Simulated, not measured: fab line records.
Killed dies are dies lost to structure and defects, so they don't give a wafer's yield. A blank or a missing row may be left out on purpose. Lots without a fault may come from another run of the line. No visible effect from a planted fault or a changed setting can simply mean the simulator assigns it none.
8D (eight disciplines) problem report, filled in by code || flow n5Finfet || the parts of the form that need people (team, actions taken, sign-off) are left out

== 1. PROBLEM STATEMENT ==
At N5_BEOL_M2_EXPOSE_08, exposureDoseMJCm2 averages 42.19 over 6 wafers from 2 lots, while fault-free wafers read 41.23, standard deviation 0.041. Measured from the usual mean, that is +23 standard deviations.
The step: exposes mask M2.
First seen on wafer L902.1, day 11 01:25, on euvScanner-02. The record has a number at this step for 27 wafers belonging to 9 lots. Rule for "out", or "out of limits": more than 4 standard deviations from the usual mean. Any other wafer with a number is counted as sound.

== 2. WHAT THIS IS AND IS NOT ==
{"question": "which readings at this step", "is": "exposureDoseMJCm2", "is not": "-"}
{"question": "which lots", "is": "L902, L905", "is not": "L886, L890, L891, L892, L893, L894, L898"}
{"question": "which wafers of those lots", "is": "all that have a number", "is not": "-"}
{"question": "read on which tools", "is": "euvScanner-02", "is not": "euvScanner-01"}
{"question": "when", "is": "from day 11 01:25", "is not": "up to then (21 sound wafers)"}

== 3. SUSPECTS, AND WHAT RULES EACH OUT ==
Counting: a tool at a process step up to the reading stays a suspect if it ran every lot that is out and no sound lot after the first of them.
- cvdCo-02 at N5_BEOL_M1_PRE_CLEAN_60 (time 15 s): kept. All lots that are out passed through it, beginning with L902 at day 10 23:47, and no sound lot followed; its final sound lot before that point was L898 at day 9 19:47.
- euvScanner-02 at N5_BEOL_M2_EXPOSE_08 (exposes mask M2): kept. All lots that are out passed through it, beginning with L902 at day 11 01:25, and no sound lot followed; its final sound lot before that point was L898 at day 9 21:29. On those wafers its own readings are out: exposureDoseMJCm2.
After counting, cvdCo-02 at N5_BEOL_M1_PRE_CLEAN_60 and euvScanner-02 at N5_BEOL_M2_EXPOSE_08 remain.

== 4. THE CAUSE (what the simulator had put in) ==
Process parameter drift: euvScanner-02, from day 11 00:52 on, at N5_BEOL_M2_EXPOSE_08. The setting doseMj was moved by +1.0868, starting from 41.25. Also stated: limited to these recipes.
Counting left 2 suspects, and this tool is among them.

== 5. THE EFFECT CHAIN, in route order ==
One row per reading whose mean, taken over the struck wafers that have a number, lies over 3 standard deviations from the usual. Only readings for which the record gives a usual standard deviation are gone through. hours: the time from each lot's start at the first step in this table that gives one to its start at this step, as a median over the lots. sigmas: the change in usual standard deviations.
{"hours": 0, "step": "N5_BEOL_M2_EXPOSE_08", "reading": "exposureDoseMJCm2", "usual": 41.23, "on struck wafers": 42.19, "change": "+0.96", "sigmas": "+23"}
Its process steps:
- N5_BEOL_M2_EXPOSE_08: exposes mask M2.
At these later measuring or inspecting steps, every struck wafer for which the step has a row has a number for every such reading, and none has moved that far: N5_BEOL_M4_RC_MEAS_101.

== 6. HOW IT WOULD HAVE BEEN CAUGHT EARLIER ==
In this record the first reading out of limits was taken at day 11 01:25, 1 hour after the fault began at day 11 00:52.
